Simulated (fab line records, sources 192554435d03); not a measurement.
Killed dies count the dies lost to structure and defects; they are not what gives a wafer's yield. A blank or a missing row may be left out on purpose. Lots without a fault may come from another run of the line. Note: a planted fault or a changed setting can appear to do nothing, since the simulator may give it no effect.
A single fault, viewed from 3 desks    flow n5-finfet    each desk holds nothing but its own numbers, with what lay behind them at the end

## AT THE METROLOGY DESK
Means of the sampled wafers that have a number, per lot and without regard to the tool the lot ran on: this is what the gauges read. A lot is out of limits, marked OUT, if its mean lies more than 4 standard deviations from the usual mean; the brackets give that distance. 7 of its 10 readings are shown, namely those furthest out on some lot.
Columns: A = DIBL_N at N5_BEOL_M4_RC_MEAS_101, usual 35.9 mV/V; B = IOFF_P at N5_BEOL_M4_RC_MEAS_101, usual 0.204 nA/um; C = ION_P at N5_BEOL_M4_RC_MEAS_101, usual 462 uA/um; D = SS_N at N5_BEOL_M4_RC_MEAS_101, usual 71.4 mV/dec; E = SS_P at N5_BEOL_M4_RC_MEAS_101, usual 73.2 mV/dec; F = VT_N at N5_BEOL_M4_RC_MEAS_101, usual 250.3 mV; G = VT_P at N5_BEOL_M4_RC_MEAS_101, usual -250.6 mV
lot   first seen here  A     B      C    D     E     F      G
L208  day 9 16:45      36.4  0.203  462  71.9  73.7  249.1  -251.3
L206  day 9 18:23      35.9  0.192  458  71.1  73.5  250.0  -253.1
L209  day 10 14:52     36.6  0.220  458  71.9  73.4  251.4  -250.0
L218  day 12 14:05     37.6  0.168  457  71.2  73.0  250.7  -253.7
L221  day 13 14:14     34.7  0.203  468  71.4  73.3  251.6  -251.3
L220  day 13 14:47     36.4  0.175  456  70.9  73.1  250.4  -253.4
L223  day 13 17:28     35.9  0.182  454  71.8  73.3  249.6  -254.8
L224  day 14 01:35     35.1  0.171  455  71.5  73.3  253.8  -255.0
Result from this desk: across the 8 lots, nothing is out of limits.

## AT THE TOOL OWNER'S DESK: ald-sin-04
The tool's own readings at N5_FIN_SAQP_SPACER2_ALD_28 (deposits SiO2, target thk 8.1 nm, pulse time 1 s, purge time 2 s): means of the sampled wafers that have a number, for each lot that ran on this tool. A lot is out of limits, marked OUT, if its mean lies more than 4 standard deviations from the usual mean; the brackets give that distance.
Columns: A = chamber-pressure-Torr at N5_FIN_SAQP_SPACER2_ALD_28, usual 2.000 Torr; B = heater-power-outer-w at N5_FIN_SAQP_SPACER2_ALD_28, usual 271 W; C = heater-power-w at N5_FIN_SAQP_SPACER2_ALD_28, usual 489 W; D = precursor-pulse-height-rel at N5_FIN_SAQP_SPACER2_ALD_28, usual 1.002
lot   first seen here  A      B    C    D
L206  day 2 19:17      1.996  274  505  1.026
L208  day 3 07:21      1.999  269  470  0.983
L209  day 3 13:38      2.001  278  513  1.003
L220  day 6 08:28      1.997  270  489  1.000
L221  day 6 12:58      2.003  271  488  1.015
L223  day 7 02:02      1.999  280  503  1.005
L224  day 7 06:32      2.001  263  495  0.997
Result from this desk: across the 7 lots, nothing is out of limits.

## THE DEFECT DESK
For each lot, the counts of the inspections along the route, averaged over the sampled wafers that have a number. A lot is out of limits, marked OUT, if its mean lies more than 4 standard deviations from the usual mean; the brackets give that distance.
Columns: A = raw-defect-count at N5_FIN_SAQP_INSPECT_40, usual 224; B = raw-defect-count at N5_FIN_CUT_INSPECT_10, usual 41
lot   first seen here  A               B
L206  day 2 20:31      161             33
L208  day 3 08:28      566 (+5.2) OUT  409 (+31) OUT
L209  day 3 14:44      869 (+9.8) OUT  752 (+59) OUT
L218  day 5 22:13      178             37
L220  day 6 09:37      262             46
L221  day 6 14:11      256             52
L223  day 7 03:08      288             57
L224  day 7 07:39      181             34
This desk's verdict: out of limits on L208, L209, starting with L208 at day 3 08:28 (raw-defect-count at N5_FIN_SAQP_INSPECT_40). In limits: L206, L218, L220, L221, L223, L224.

## PUT TOGETHER
The defect desk could have raised an alarm at day 3 08:28, on L208, L209.
At the metrology desk, nothing out of limits was observed.
The desk of the tool owner found nothing out of limits.
The metrology desk has L208, L209 on record, within its limits.
On record at the tool owner's desk: L208, L209, within its limits.
Every lot named ran N5_FIN_SAQP_SPACER2_ALD_28 on ald-sin-04.

## WHAT WAS PUT IN BY THE SIMULATOR
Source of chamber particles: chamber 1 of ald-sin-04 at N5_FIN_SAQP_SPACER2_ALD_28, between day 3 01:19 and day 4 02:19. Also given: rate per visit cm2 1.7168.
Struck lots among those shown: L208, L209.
Hours from the fault's start to each desk's first reading out of limits: the defect desk, 7.
